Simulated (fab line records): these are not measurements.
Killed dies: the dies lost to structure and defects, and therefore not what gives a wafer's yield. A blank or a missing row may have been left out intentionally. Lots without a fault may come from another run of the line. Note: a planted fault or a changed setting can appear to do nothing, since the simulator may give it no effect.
fab line records || flow n5-finfet
record: {"lots": 3, "wafers": 8, "last-day": 17}
route steps=1938 shown BEOL_M3@1009 BEOL_M4@1021 PASSIVATION@1936
lots with no fault: from the same line, run without faults
start-h: hours from the record's first day to the start of the lot's first wafer shown || wait-h: hours elapsed since this lot's preceding step || " unchanged from the row above || L1.1+2: one row covering several wafers at once || - value missing, or start not given || * or withheld: withheld || < > ~ a bound
route shown NAME@n: a module of which the file shows steps, and the number in the route of the first || usual: mean/standard deviation of fault-free wafers || same: alike in all rows || chamber/n: place in a boat || sites: per-site readings || _std_site: the standard deviation of these || _edge_site: inner sites' mean taken away from outer sites' mean || radius-mm: how far each site lies from the wafer's centre || mask NAME#n: copy n || behind: the tool/chamber that last shaped the wafer || hold: why the lot went on hold/how many hours it stayed there/how the hold came to an end || device: transistor that didn't switch, given as n, p or np || end of line: the route-end tests of the same wafers || step lacking rows: just its recipe || killed: at the first sort, the dies lost to defects and structure; wafer yield is something else || map: shows each die of a wafer: x if killed, . if not, _ if none is there
set.NAME: the setting that was run; set.NAME@STEP: the one run at that earlier step || model.NAME: the simulator's own value behind a step, which no gauge read
lots at some steps of the route; a table a step, a row a wafer
services: a tool's chamber out of use, with start hour (start-h, from the record's first day; less than 0 if before it), hours out, and reason
== steps ==
step: N5_BEOL_M3_ANNEAL_95
recipe: {"temp-c": 400, "time-s": 240, "ambient": "vacuum"}
step: N5_BEOL_M3_SPUTTER_96
recipe: {"material": "Cu", "target-thk-a": 45, "temp-c": -20, "chamber-pressure-pa": 0.07, "power-w": "withheld", "time-s": 8.29}
step: N5_BEOL_M3_ECD_50
recipe: {"material": "Cu", "target-thk-a": 3000}
step: N5_BEOL_M3_ANNEAL_51
recipe: {"temp-c": 225, "time-s": 90, "ambient": "N2"}
step: N5_BEOL_M3_CMP_52
recipe: {"stop-on": "SiOC", "t-overpolish-s": 6.8, "down-force-psi": 1, "platen-rpm": 50, "clearing-platen-down-force-psi": 1.5, "clearing-platen-rpm": 50, "post-cmp-clean": "cu-alkaline", "target-thk-nm": 40, "clearing-platen-pad-velocity-m-s": 0.99484, "pad-velocity-m-s": 0.99484}
step: N5_BEOL_M3_PRE_CLEAN_60
recipe: {"gas": "NH3/H2", "time-s": 15, "temp-c": "*", "rf-power-w": 300}
step: N5_BEOL_M3_CO_CAP_55
recipe: {"material": "Co", "target-thk-a": 20, "temp-c": 200, "precursor": "CCTBA/H2", "pressure-torr": 30, "time-s": 102.1}
step: N5_BEOL_M3_PRE_CLEAN_56
recipe: {"gas": "NH3", "time-s": 15, "temp-c": "withheld", "rf-power-w": 300}
step: N5_BEOL_M3_DEP_57
recipe: {"material": "SiCN", "target-thk-a": 80, "temp-c": "withheld", "precursor": "3MS/NH3", "pressure-torr": 3, "rf-w": 202, "time-s": 14}
step: N5_BEOL_M4_ILD_DEP_00
recipe: {"material": "SiOC", "target-thk-a": 790, "temp-c": 350, "precursor": "DEMS/O2", "pressure-torr": 5, "rf-w": 500, "time-s": 15.3}
usual: {"heater-power-w": "551/78", "showerhead-plenum-p-Torr": "5.694/0.014", "susceptor-temp-C": "349.97/0.19", "throttle-valve-pct": "12.1/0.91"}
{"lot.wafer": "L451.2", "tool": "pecvd-02", "chamber": 2, "start-h": 177.32, "wait-h": 0.0, "heater-power-w": 685, "showerhead-plenum-p-Torr": 5.700, "susceptor-temp-C": 349.85, "throttle-valve-pct": 12.9, "model.SiOC_of_BEOL_M4_ILD_DEP_00.thk-nm": 78.4}
{"lot.wafer": "L451.3", "tool": "pecvd-02", "chamber": 1, "start-h": 177.32, "wait-h": 0.0, "heater-power-w": 545, "showerhead-plenum-p-Torr": 5.675, "susceptor-temp-C": 349.81, "throttle-valve-pct": 12.9, "model.SiOC_of_BEOL_M4_ILD_DEP_00.thk-nm": 77.4}
{"lot.wafer": "L451.6", "tool": "pecvd-02", "chamber": 0, "start-h": 177.32, "wait-h": 0.0, "heater-power-w": 504, "showerhead-plenum-p-Torr": 5.699, "susceptor-temp-C": 349.65, "throttle-valve-pct": 12.7, "model.SiOC_of_BEOL_M4_ILD_DEP_00.thk-nm": 80.2}
{"lot.wafer": "L469.1", "tool": "pecvd-02", "chamber": 2, "start-h": 286.81, "wait-h": 0.0, "heater-power-w": 628, "showerhead-plenum-p-Torr": 5.675, "susceptor-temp-C": 350.02, "throttle-valve-pct": 12.7, "model.SiOC_of_BEOL_M4_ILD_DEP_00.thk-nm": 127.6}
{"lot.wafer": "L469.5", "tool": "pecvd-02", "chamber": 0, "start-h": 286.81, "wait-h": 0.0, "heater-power-w": 542, "showerhead-plenum-p-Torr": 5.686, "susceptor-temp-C": 350.04, "throttle-valve-pct": 12.6, "model.SiOC_of_BEOL_M4_ILD_DEP_00.thk-nm": 80}
{"lot.wafer": "L470.2", "tool": "pecvd-01", "chamber": 1, "start-h": 300.16, "wait-h": 0.0, "heater-power-w": 491, "showerhead-plenum-p-Torr": 5.701, "susceptor-temp-C": 349.78, "throttle-valve-pct": 13.7, "model.SiOC_of_BEOL_M4_ILD_DEP_00.thk-nm": 78.8}
{"lot.wafer": "L470.5", "tool": "pecvd-01", "chamber": 2, "start-h": 300.16, "wait-h": 0.0, "heater-power-w": 511, "showerhead-plenum-p-Torr": 5.689, "susceptor-temp-C": 350.12, "throttle-valve-pct": 11.1, "model.SiOC_of_BEOL_M4_ILD_DEP_00.thk-nm": 80}
{"lot.wafer": "L470.6", "tool": "pecvd-01", "chamber": 1, "start-h": 300.16, "wait-h": 0.0, "heater-power-w": 475, "showerhead-plenum-p-Torr": 5.730, "susceptor-temp-C": 350.03, "throttle-valve-pct": 13.7, "model.SiOC_of_BEOL_M4_ILD_DEP_00.thk-nm": 80.2}
step: N5_BEOL_M4_THK_MEAS_01
recipe: {"reads": "SiOC_of_BEOL_M4_ILD_DEP_00"}
usual: {"M4_ILD_THK": "79.4/0.99"}
{"lot.wafer": "L451.2", "tool": "film-metro-01", "chamber": "-", "start-h": 177.38, "wait-h": 0.1, "M4_ILD_THK[nm]": 78.4}
{"lot.wafer": "L451.3", "tool": "film-metro-01", "chamber": "-", "start-h": 177.38, "wait-h": 0.1, "M4_ILD_THK[nm]": 77.5}
{"lot.wafer": "L451.6", "tool": "film-metro-01", "chamber": "-", "start-h": 177.38, "wait-h": 0.1, "M4_ILD_THK[nm]": 80.2}
{"lot.wafer": "L469.1", "tool": "film-metro-02", "chamber": "-", "start-h": 286.87, "wait-h": 0.0, "M4_ILD_THK[nm]": 127.7}
{"lot.wafer": "L469.5", "tool": "film-metro-02", "chamber": "-", "start-h": 286.87, "wait-h": 0.0, "M4_ILD_THK[nm]": 80.0}
{"lot.wafer": "L470.2", "tool": "film-metro-01", "chamber": "-", "start-h": 300.22, "wait-h": 0.1, "M4_ILD_THK[nm]": 78.8}
{"lot.wafer": "L470.5", "tool": "film-metro-01", "chamber": "-", "start-h": 300.22, "wait-h": 0.1, "M4_ILD_THK[nm]": 80.0}
{"lot.wafer": "L470.6", "tool": "film-metro-01", "chamber": "-", "start-h": 300.22, "wait-h": 0.1, "M4_ILD_THK[nm]": 80.3}
step: N5_BEOL_M4_PECVD_72
recipe: {"material": "SiO2", "target-thk-a": 160, "temp-c": 400, "precursor": "TEOS/O2", "pressure-torr": 5.5, "rf-w": 450, "teos-flow-sccm": 53.8, "gas": "O2", "flow-sccm": 3000, "time-s": 18}
step: N5_BEOL_M4_HM_DEP_02
recipe: {"material": "TiN", "target-thk-a": 200, "temp-c": 25, "chamber-pressure-pa": 0.49996}
step: N5_BEOL_M4_COAT_61
recipe: {"resist": "SOC", "temp-c": 250, "time-s": 60, "spin-rpm": 1500, "resist-thk-nm": 60}
step: N5_BEOL_M4_COAT_62
recipe: {"resist": "SiARC", "temp-c": 220, "time-s": 60, "spin-rpm": 1500, "resist-thk-nm": 12}
step: N5_BEOL_M4_COAT_73
recipe: {"resist": "underlayer", "temp-c": 205, "time-s": 60, "spin-rpm": 1500, "resist-thk-nm": 5}
step: N5_BEOL_M4_COAT_05
recipe: {"resist": "CAR-EUV", "spin-rpm": 1500, "resist-thk-nm": 30}
step: N5_BEOL_M4_EBR_07
recipe: {"solvent": "PGMEA", "ebr-width-mm": 1.5}
step: N5_BEOL_M4_SOFTBAKE_06
recipe: {"temp-c": 110, "time-s": 60, "resist": "CAR-EUV"}
step: N5_BEOL_M4_EXPOSE_08
recipe: {"mask-id": "M4", "na": 0.33, "source-shape": "dipole", "sigma-inner": 0.369, "sigma-outer": 0.767, "polarization": "unpolarized", "dose-mj": 41.25}
step: N5_BEOL_M4_PEB_09
recipe: {"peb-temp-c": 100, "peb-time-s": 60, "resist": "CAR-EUV"}
step: N5_BEOL_M4_DEVELOP_10
recipe: {"develop-time-s": 30, "developer": "TMAH", "resist": "CAR-EUV", "rinse-liquid": "surfactant-rinse", "dry": "air-spin", "dev-temp-c": 23}
step: N5_BEOL_M4_DESCUM_16
recipe: {"chemistry": "O2", "time-s": 7, "source-power-w": 50, "bias-power-w": 20, "pressure-mtorr": 20, "rf-frequency-hz": 2.712e+07, "temp-c": 40, "resist": "CAR-EUV", "o2-flow-sccm": 225}
step: N5_BEOL_M4_ETCH_74
recipe: {"chemistry": "N2/H2", "target": "underlayer", "target-depth-a": 65, "mask-material": "CAR-EUV", "time-s": 5.2, "ion-energy-ev": 200, "pressure-mtorr": 30, "source-w": 840, "bias-w": 150, "n2-flow-sccm": 200, "h2-flow-sccm": 200, "ends": "cleared"}
step: N5_BEOL_M4_ETCH_63
recipe: {"chemistry": "CF4", "target": "SiARC", "target-depth-a": 156, "mask-material": "CAR-EUV", "time-s": 26, "ion-energy-ev": 80, "pressure-mtorr": 40, "source-w": 545, "bias-w": 36, "Ar_flow_sccm": 100, "cf4-flow-sccm": 100, "ends": "cleared"}
step: N5_BEOL_M4_ETCH_64
recipe: {"chemistry": "N2/H2", "target": "SOC", "target-depth-a": 750, "overetch-a": 225, "mask-material": "SiARC", "temp-c": 40, "time-s": 121.9, "ion-energy-ev": 200, "pressure-mtorr": 30, "source-w": 840, "bias-w": 150, "n2-flow-sccm": 200, "h2-flow-sccm": 200}
step: N5_BEOL_M4_STRIP_65
recipe: {"chemistry": "N2/H2", "temp-c": 40, "n2-flow-sccm": 200, "h2-flow-sccm": 200, "rf-frequency-hz": 6e+07}
step: N5_BEOL_M4_STRIP_75
recipe: {"chemistry": "N2/H2", "temp-c": 40, "n2-flow-sccm": 200, "h2-flow-sccm": 200, "rf-frequency-hz": 6e+07}
step: N5_BEOL_M4_STRIP_66
recipe: {"chemistry": "CF4", "resist": "SiARC", "power-w": 300, "bias-power-w": 75, "pressure-mtorr": 50, "cf4-flow-sccm": 150, "rf-frequency-hz": 6e+07}
step: N5_BEOL_M4_HM_OPEN_17
recipe: {"chemistry": "Cl2/BCl3", "target-depth-a": 200, "overetch-a": 60, "target": "TiN", "mask-material": "SOC", "ion-energy-ev": 150, "pressure-mtorr": 10, "icp-w": 1000, "bias-w": 126, "Cl2_flow_sccm": 53.25, "bcl3-flow-sccm": 21.75, "Ar_flow_sccm": 25}
step: N5_BEOL_M4_STRIP_19
recipe: {"chemistry": "O2", "power-w": 400, "temp-c": 40, "pressure-mtorr": 30, "rf-frequency-hz": 6e+07, "bias-power-w": 0, "overash-fraction": 0.2, "o2-flow-sccm": 225}
step: N5_BEOL_M4_COAT_67
recipe: {"resist": "SOC", "temp-c": 250, "time-s": 60, "spin-rpm": 1500, "resist-thk-nm": 60}
step: N5_BEOL_M4_COAT_68
recipe: {"resist": "SiARC", "temp-c": 220, "time-s": 60, "spin-rpm": 1500, "resist-thk-nm": 12}
step: N5_BEOL_M4_COAT_76
recipe: {"resist": "underlayer", "temp-c": 205, "time-s": 60, "spin-rpm": 1500, "resist-thk-nm": 5}
step: N5_BEOL_M4_COAT_22
recipe: {"resist": "CAR-EUV", "spin-rpm": 1500, "resist-thk-nm": 30}
step: N5_BEOL_M4_CMP_52
recipe: {"stop-on": "SiOC", "t-overpolish-s": 6.8, "down-force-psi": 1, "platen-rpm": 50, "clearing-platen-down-force-psi": 1.5, "clearing-platen-rpm": 50, "post-cmp-clean": "cu-alkaline", "target-thk-nm": 40, "clearing-platen-pad-velocity-m-s": 0.99484, "pad-velocity-m-s": 0.99484}
usual: {"motor-current-A": "5.7/0.47"}
{"lot.wafer": "L451.2", "tool": "cmp-03", "chamber": 0, "start-h": 190.81, "wait-h": 0.2, "motor-current-A": 5.7, "model.SiOC_of_BEOL_M4_ILD_DEP_00.thk-nm": 75.4}
{"lot.wafer": "L451.3", "tool": "cmp-03", "chamber": 2, "start-h": 190.81, "wait-h": 0.2, "motor-current-A": 6.2, "model.SiOC_of_BEOL_M4_ILD_DEP_00.thk-nm": 74.4}
{"lot.wafer": "L451.6", "tool": "cmp-03", "chamber": 3, "start-h": 190.81, "wait-h": 0.2, "motor-current-A": 5.4, "model.SiOC_of_BEOL_M4_ILD_DEP_00.thk-nm": 77.2}
{"lot.wafer": "L469.1", "tool": "cmp-03", "chamber": 1, "start-h": 293.52, "wait-h": 0.3, "motor-current-A": 5.1, "model.SiOC_of_BEOL_M4_ILD_DEP_00.thk-nm": 124.6}
{"lot.wafer": "L469.5", "tool": "cmp-03", "chamber": 1, "start-h": 293.52, "wait-h": 0.3, "motor-current-A": 5.1, "model.SiOC_of_BEOL_M4_ILD_DEP_00.thk-nm": 77}
{"lot.wafer": "L470.2", "tool": "cmp-02", "chamber": 0, "start-h": 323.54, "wait-h": 0.3, "motor-current-A": 5.8, "model.SiOC_of_BEOL_M4_ILD_DEP_00.thk-nm": 75.8}
{"lot.wafer": "L470.6", "tool": "cmp-02", "chamber": 1, "start-h": 323.54, "wait-h": 0.3, "motor-current-A": 5.5, "model.SiOC_of_BEOL_M4_ILD_DEP_00.thk-nm": 77.2}
{"lot.wafer": "L470.5", "tool": "cmp-02", "chamber": 2, "start-h": 323.54, "wait-h": 0.3, "motor-current-A": 6.3, "model.SiOC_of_BEOL_M4_ILD_DEP_00.thk-nm": 77}
step: N5_BEOL_M4_RC_MEAS_101
usual: {"DIBL_N": "35.1/1.5", "DIBL_P": "35.2/2", "IOFF_N": "0.146/0.028", "IOFF_P": "0.20/0.036", "ION_N": "670/12", "ION_P": "462/8.2", "SS_N": "71.2/0.63", "SS_P": "73.1/0.7", "VT_N": "250/3.6", "VT_P": "-251/3.3"}
{"lot.wafer": "L451.2", "tool": "prober-02", "chamber": 0, "start-h": 191.66, "wait-h": 0.2, "DIBL_N[mV/V]": 35.9, "DIBL_P[mV/V]": 36.2, "IOFF_N[nA/um]": 0.170, "IOFF_P[nA/um]": 0.26, "ION_N[uA/um]": 676, "ION_P[uA/um]": 464, "SS_N[mV/dec]": 71.6, "SS_P[mV/dec]": 73.9, "VT_N[mV]": 246, "VT_P[mV]": -245}
{"lot.wafer": "L451.3", "tool": "prober-02", "chamber": 0, "start-h": 191.66, "wait-h": 0.2, "DIBL_N[mV/V]": 37.4, "DIBL_P[mV/V]": 38.3, "IOFF_N[nA/um]": 0.209, "IOFF_P[nA/um]": 0.31, "ION_N[uA/um]": 691, "ION_P[uA/um]": 476, "SS_N[mV/dec]": 72.0, "SS_P[mV/dec]": 74.0, "VT_N[mV]": 245, "VT_P[mV]": -246}
{"lot.wafer": "L451.6", "tool": "prober-02", "chamber": 0, "start-h": 191.66, "wait-h": 0.2, "DIBL_N[mV/V]": 35.4, "DIBL_P[mV/V]": 35.0, "IOFF_N[nA/um]": 0.161, "IOFF_P[nA/um]": 0.24, "ION_N[uA/um]": 677, "ION_P[uA/um]": 471, "SS_N[mV/dec]": 71.7, "SS_P[mV/dec]": 73.4, "VT_N[mV]": 246, "VT_P[mV]": -246}
{"lot.wafer": "L469.5", "tool": "prober-02", "chamber": 0, "start-h": 294.71, "wait-h": 0.6, "DIBL_N[mV/V]": 34.9, "DIBL_P[mV/V]": 33.8, "IOFF_N[nA/um]": 0.136, "IOFF_P[nA/um]": 0.17, "ION_N[uA/um]": 657, "ION_P[uA/um]": 449, "SS_N[mV/dec]": 71.3, "SS_P[mV/dec]": 73.5, "VT_N[mV]": 254, "VT_P[mV]": -253}
{"lot.wafer": "L470.2", "tool": "prober-01", "chamber": 0, "start-h": 324.19, "wait-h": 0.2, "DIBL_N[mV/V]": 34.5, "DIBL_P[mV/V]": 33.8, "IOFF_N[nA/um]": 0.134, "IOFF_P[nA/um]": 0.17, "ION_N[uA/um]": 675, "ION_P[uA/um]": 461, "SS_N[mV/dec]": 71.0, "SS_P[mV/dec]": 72.9, "VT_N[mV]": 251, "VT_P[mV]": -253}
{"lot.wafer": "L470.5", "tool": "prober-01", "chamber": 0, "start-h": 324.19, "wait-h": 0.2, "DIBL_N[mV/V]": 33.5, "DIBL_P[mV/V]": 32.9, "IOFF_N[nA/um]": 0.116, "IOFF_P[nA/um]": 0.15, "ION_N[uA/um]": 665, "ION_P[uA/um]": 460, "SS_N[mV/dec]": 70.5, "SS_P[mV/dec]": 72.2, "VT_N[mV]": 252, "VT_P[mV]": -254}
{"lot.wafer": "L470.6", "tool": "prober-01", "chamber": 0, "start-h": 324.19, "wait-h": 0.2, "DIBL_N[mV/V]": 37.4, "DIBL_P[mV/V]": 38.0, "IOFF_N[nA/um]": 0.179, "IOFF_P[nA/um]": 0.23, "ION_N[uA/um]": 685, "ION_P[uA/um]": 467, "SS_N[mV/dec]": 71.9, "SS_P[mV/dec]": 74.4, "VT_N[mV]": 249, "VT_P[mV]": -250}
step: N5_PASSIVATION_PROBE_49
usual: {"defect-limited-yield": "91.4/1.4", "killed_at_M0_to_M3": "32/10", "killed_at_M4_up": "13/5.6", "killed-at-contacts": "13/6.6", "killed-at-front-end": "39/13", "killed-at-other": "3.4/2.8", "killed-dies": "101/17", "killed-on-rim": "14/4.5", "killed-open": "66/13", "killed-short": "33/7", "sort_bin_5_function": "5.0/0.93", "sort_bin_6_memory": "3.2/0.65", "sort-n-pass": "1078/17", "sort-yield-pct": "91.4/1.4"}
same: {"gross-dies": 1180, "killed-at-back-side": 0, "sort_bin_4_leakage[%]": 0, "sort_bin_8_speed[%]": 0}
{"lot.wafer": "L451.2", "tool": "prober-02", "chamber": "-", "start-h": 292.79, "wait-h": 0.1, "defect-limited-yield[%]": 93.7, "killed_at_M0_to_M3": 25, "killed_at_M4_up": 12, "killed-at-contacts": 10, "killed-at-front-end": 19, "killed-at-other": 8, "killed-dies": 74, "killed-on-rim": 7, "killed-open": 50, "killed-short": 24, "sort_bin_5_function[%]": 3.9, "sort_bin_6_memory[%]": 2.2, "sort-n-pass": 1106, "sort-yield-pct[%]": 93.7}
{"lot.wafer": "L451.3", "tool": "prober-02", "chamber": "-", "start-h": 292.84, "wait-h": 0.1, "defect-limited-yield[%]": 90.8, "killed_at_M0_to_M3": 34, "killed_at_M4_up": 14, "killed-at-contacts": 22, "killed-at-front-end": 28, "killed-at-other": 11, "killed-dies": 109, "killed-on-rim": 12, "killed-open": 61, "killed-short": 48, "sort_bin_5_function[%]": 4.4, "sort_bin_6_memory[%]": 4.2, "sort-n-pass": 1071, "sort-yield-pct[%]": 90.8}
{"lot.wafer": "L451.6", "tool": "prober-02", "chamber": "-", "start-h": 292.99, "wait-h": 0.3, "defect-limited-yield[%]": 91.7, "killed_at_M0_to_M3": 47, "killed_at_M4_up": 13, "killed-at-contacts": 5, "killed-at-front-end": 30, "killed-at-other": 3, "killed-dies": 98, "killed-on-rim": 21, "killed-open": 63, "killed-short": 34, "sort_bin_5_function[%]": 5.0, "sort_bin_6_memory[%]": 2.9, "sort-n-pass": 1082, "sort-yield-pct[%]": 91.7}
{"lot.wafer": "L469.1", "tool": "prober-01", "chamber": "-", "start-h": 408.39, "wait-h": 0.0, "defect-limited-yield[%]": 0, "killed_at_M0_to_M3": 37, "killed_at_M4_up": 1072, "killed-at-contacts": 14, "killed-at-front-end": 51, "killed-at-other": 6, "killed-dies": 1180, "killed-on-rim": 152, "killed-open": 80, "killed-short": 33, "sort_bin_5_function[%]": 96.5, "sort_bin_6_memory[%]": 3.1, "sort-n-pass": 0, "sort-yield-pct[%]": 0}
killed by level:class
L451.2 MOL_CONTACT_COAG:geometric-particle:open=9 BEOL_M0_SAQP:geometric-particle:short=9 FIN_SAQP:geometric-particle:short=6 BEOL_M3:geometric-particle:open=6 BEOL_M0_SAQP:geometric-particle:open=5 MIM_TOP_ETCH:geometric-particle:open=5 BEOL_M4:geometric-particle:open=4 FIN_SAQP:geometric-particle:open=3
L451.3 MOL_CONTACT_COAG:geometric-particle:open=18 BEOL_M0_SAQP:geometric-particle:short=11 FIN_SAQP:geometric-particle:short=7 BEOL_M0_SAQP:geometric-particle:open=7 BEOL_M2:geometric-particle:open=5 BEOL_M3:geometric-particle:open=5 PASS1_DEP:geometric-particle:short=5 STARTING-WAFER:geometric-particle:short=5
L451.6 BEOL_M2:geometric-particle:open=15 BEOL_M0_SAQP:geometric-particle:short=11 FIN_SAQP:geometric-particle:open=7 BEOL_M0_SAQP:geometric-particle:open=6 BEOL_M3:geometric-particle:open=6 FIN_SAQP:geometric-particle:short=5 STI_FIN_REVEAL:geometric-particle:open=5 BEOL_M4:geometric-particle:open=5
L469.1 BEOL_M4:area-dep=1066 FIN_SAQP:geometric-particle:open=16 STI_FIN_REVEAL:geometric-particle:open=14 BEOL_M1:geometric-particle:open=12 MOL_CONTACT_COAG:geometric-particle:open=11 FIN_SAQP:geometric-particle:short=7 BEOL_M3:geometric-particle:open=7 STI_FIN_REVEAL:geometric-particle:short=4
map L469.1 (x killed, . not)
_________________xxxxxxxxxxxx________________
______________xxxxxxxxxxxxxxxxxx_____________
___________xxxxxxxxxxxxxxxxxxxxxxxx__________
__________xxxxxxxxxxxxxxxxxxxxxxxxxx_________
________xxxxxxxxxxxxxxxxxxxxxxxxxxxxxx_______
_______xxxxxxxxxxxxxxxxxxxxxxxxxxxxxxxx______
______xxxxxxxxxxxxxxxxxxxxxxxxxxxxxxxxxx_____
_____xxxxxxxxxxxxxxxxxxxxxxxxxxxxxxxxxxxx____
____xxxxxxxxxxxxxxxxxxxxxxxxxxxxxxxxxxxxxx___
___xxxxxxxxxxxxxxxxxxxxxxxxxxxxxxxxxxxxxxxx__
___xxxxxxxxxxxxxxxxxxxxxxxxxxxxxxxxxxxxxxxx__
__xxxxxxxxxxxxxxxxxxxxxxxxxxxxxxxxxxxxxxxxxx_
__xxxxxxxxxxxxxxxxxxxxxxxxxxxxxxxxxxxxxxxxxx_
_xxxxxxxxxxxxxxxxxxxxxxxxxxxxxxxxxxxxxxxxxxxx
_xxxxxxxxxxxxxxxxxxxxxxxxxxxxxxxxxxxxxxxxxxxx
_xxxxxxxxxxxxxxxxxxxxxxxxxxxxxxxxxxxxxxxxxxxx
_xxxxxxxxxxxxxxxxxxxxxxxxxxxxxxxxxxxxxxxxxxxx
_xxxxxxxxxxxxxxxxxxxxxxxxxxxxxxxxxxxxxxxxxxxx
_xxxxxxxxxxxxxxxxxxxxxxxxxxxxxxxxxxxxxxxxxxxx
_xxxxxxxxxxxxxxxxxxxxxxxxxxxxxxxxxxxxxxxxxxxx
_xxxxxxxxxxxxxxxxxxxxxxxxxxxxxxxxxxxxxxxxxxxx
__xxxxxxxxxxxxxxxxxxxxxxxxxxxxxxxxxxxxxxxxxx_
__xxxxxxxxxxxxxxxxxxxxxxxxxxxxxxxxxxxxxxxxxx_
___xxxxxxxxxxxxxxxxxxxxxxxxxxxxxxxxxxxxxxxx__
___xxxxxxxxxxxxxxxxxxxxxxxxxxxxxxxxxxxxxxxx__
____xxxxxxxxxxxxxxxxxxxxxxxxxxxxxxxxxxxxxx___
_____xxxxxxxxxxxxxxxxxxxxxxxxxxxxxxxxxxxx____
______xxxxxxxxxxxxxxxxxxxxxxxxxxxxxxxxxx_____
_______xxxxxxxxxxxxxxxxxxxxxxxxxxxxxxxx______
________xxxxxxxxxxxxxxxxxxxxxxxxxxxxxx_______
__________xxxxxxxxxxxxxxxxxxxxxxxxxx_________
___________xxxxxxxxxxxxxxxxxxxxxxxx__________
______________xxxxxxxxxxxxxxxxxx_____________
_________________xxxxxxxxxxxx________________
map L451.3 (x killed, . not)
_________________...........x________________
______________....x............._____________
___________.....x......x...........__________
__________.........................._________
________.............................._______
_______.........x........x.x...........______
______..x.............x................._____
_____.....x.x..............x.............____
____...x..x........x..............x...x.x.___
___...x..x.x....................x.........x__
___....x....x.........x...........x......x.__
__...x.xxx....................x...x........._
__..........x..............x..............x._
_...............x....x...........x....xx....x
_......xx.......xx......x................x...
_.....................x.............x....x.x.
_.....................................x......
_....x........x.....................x.x......
_........x...x....x........x............x.x..
_......x.x.x.................................
_...xx.......................x...........x...
__.................x......x................._
__............x...............x............._
___.x..x........x..........................__
___........x.................x....x..x.xx.x__
____.....x..xx............................___
_____......................x.............____
______...........x....x.........x......._____
_______....................x.........x.______
________.....xx....................x.._______
__________.....x....xx........x....._________
___________.x........x.........x...__________
______________....x.......x..x.._____________
_________________........x..x________________
== services ==
{"tool": "pecvd-02", "chamber": 2, "start-h": 156.93, "hours": 5.5, "kind": "scheduled-down"}
{"tool": "pecvd-01", "chamber": 0, "start-h": 157.08, "hours": 5.5, "kind": "scheduled-down"}
{"tool": "cmp-03", "chamber": "-", "start-h": 191.27, "hours": 3.8, "kind": "pm"}
{"tool": "pecvd-01", "chamber": 0, "start-h": 194.66, "hours": 2.1, "kind": "scheduled-down"}
{"tool": "cmp-02", "chamber": "-", "start-h": 202.87, "hours": 2.0, "kind": "repair"}
{"tool": "pecvd-02", "chamber": 0, "start-h": 205.48, "hours": 2.1, "kind": "scheduled-down"}
{"tool": "cmp-02", "chamber": "-", "start-h": 206.73, "hours": 0.7, "kind": "repair"}
{"tool": "cmp-03", "chamber": "-", "start-h": 240.64, "hours": 1.4, "kind": "repair"}
{"tool": "cmp-03", "chamber": "-", "start-h": 245.48, "hours": 4.0, "kind": "pm"}
{"tool": "pecvd-02", "chamber": 1, "start-h": 256.61, "hours": 16.5, "kind": "scheduled-down"}
{"tool": "cmp-02", "chamber": "-", "start-h": 257.32, "hours": 2.4, "kind": "repair"}
{"tool": "cmp-02", "chamber": "-", "start-h": 264.52, "hours": 2.0, "kind": "repair"}
{"tool": "cmp-03", "chamber": "-", "start-h": 288.19, "hours": 1.0, "kind": "repair"}
== key ==
first-sign: {"step": "N5_BEOL_M4_THK_MEAS_01", "reading": "M4_ILD_THK", "direction": "up", "sigmas": 49, "usual": 79.4, "struck": 127.7}
effect: {"step": "N5_PASSIVATION_PROBE_49", "reading": "killed_at_M4_up", "direction": "up", "sigmas": "99+", "usual": 13, "struck": 1072}
model-effect: {"step": "N5_BEOL_M4_ILD_DEP_00", "value": "SiOC_of_BEOL_M4_ILD_DEP_00.thk-nm", "without": 78.4, "struck": 127.6}
model-effect: {"step": "N5_BEOL_M4_CMP_52", "value": "SiOC_of_BEOL_M4_ILD_DEP_00.thk-nm", "without": 75.4, "struck": 124.6}
more-kills-born-at: {"N5_BEOL_M4_ILD_DEP_00@pecvd-02": 1066}
met-at N5_BEOL_M4_ILD_DEP_00
struck-wafers L469.1
later-rows-left-out L469.1
onset-between 177.32 286.81
fault: {"kind": "process-parameter-drift", "tool": "pecvd-02", "chamber": "-", "onset-h": 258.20, "steps": "N5_BEOL_M4_ILD_DEP_00", "channel": "time-s", "offset": "*", "shape": "step", "end-h": 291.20, "scope": "struck-wafers-only", "acts-in": "*", "stated": "*"}
later-rows-left-out: the simulator's readings of these wafers behind a module that went badly wrong aren't trusted and aren't shown, but for the sort
